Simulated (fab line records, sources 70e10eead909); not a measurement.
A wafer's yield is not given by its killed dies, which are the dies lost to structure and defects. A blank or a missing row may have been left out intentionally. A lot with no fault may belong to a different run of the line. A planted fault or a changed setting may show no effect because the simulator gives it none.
Matching of chambers ; flow nand_harc ; NHARC_A_CONTACT_ETCH_92 on rie_diel-13 has 4 sister chambers
The step etches the open film in CH3F/O2, target depth 40 nm, time 85.7 s. 14 wafers are shown with their chamber, then 7 later ones without.

== WAFERS PAIRED WITH THEIR CHAMBERS ==
wafer;chamber;showerhead_plenum_p_Torr (Torr);rf_vpp_V (V);oes_product_au (a.u.)
L075.3;3;2.35;242.9;0.996
L075.4;1;2.60;247.2;0.988
L075.5;1;2.59;246.5;0.996
L082.1;2;2.38;244.1;0.921
L082.4;1;2.58;247.9;0.923
L082.5;3;2.33;242.1;0.924
L083.1;1;2.58;245.9;0.919
L083.2;2;2.38;242.7;0.916
L083.3;0;2.36;241.6;0.919
L089.1;3;2.33;241.0;0.917
L089.3;2;2.37;241.9;0.920
L089.4;0;2.35;242.8;0.930
L094.3;0;2.35;243.0;0.915
L094.4;3;2.32;243.2;0.913

SIGNATURES (averages over the wafers above)
reading;chamber 0;chamber 1;chamber 2;chamber 3;scatter within a chamber
showerhead_plenum_p_Torr;2.3533;2.5875;2.3767;2.3325;0.0094
rf_vpp_V;242.467;246.875;242.900;242.300;0.937
oes_product_au;0.92133;0.95650;0.91900;0.93750;0.0314
Rule: for a wafer and a chamber, the distance is found by dividing, reading by reading, the gap between the wafer's reading and the chamber's mean by the reading's scatter, squaring, summing and taking the root. If the next closest chamber is less than 2 further off than the closest, the wafer can't be placed; otherwise it belongs to the closest. How the scatter is found: for the shown wafers, subtract from each reading the mean of its chamber, square and add these, divide the total by (wafers less chambers), then take the root.

== WAFERS WITH NO CHAMBER GIVEN ==
wafer;showerhead_plenum_p_Torr (Torr);rf_vpp_V (V);oes_product_au (a.u.)
L094.6;2.37;244.0;0.905
L095.2;2.35;243.5;1.000
L095.4;2.36;242.7;0.996
L095.6;2.35;241.8;0.987
L096.3;2.36;244.2;0.925
L096.4;2.32;242.3;0.927
L096.6;2.57;246.0;0.924

== WHICH CHAMBER EACH ONE RAN IN ==
wafer;from the rows above;in truth
L094.6;can't be placed: 2 or 0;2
L095.2;can't be placed: 0 or 3 or 2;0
L095.4;can't be placed: 0 or 2 or 3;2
L095.6;can't be placed: 0 or 3 or 2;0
L096.3;can't be placed: 0 or 2 or 3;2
L096.4;3;3
L096.6;1;1
2 of 7 placed correctly. From these rows, 5 cannot be placed; in 5 the true chamber is one of the candidates. Wrongly placed: 0.
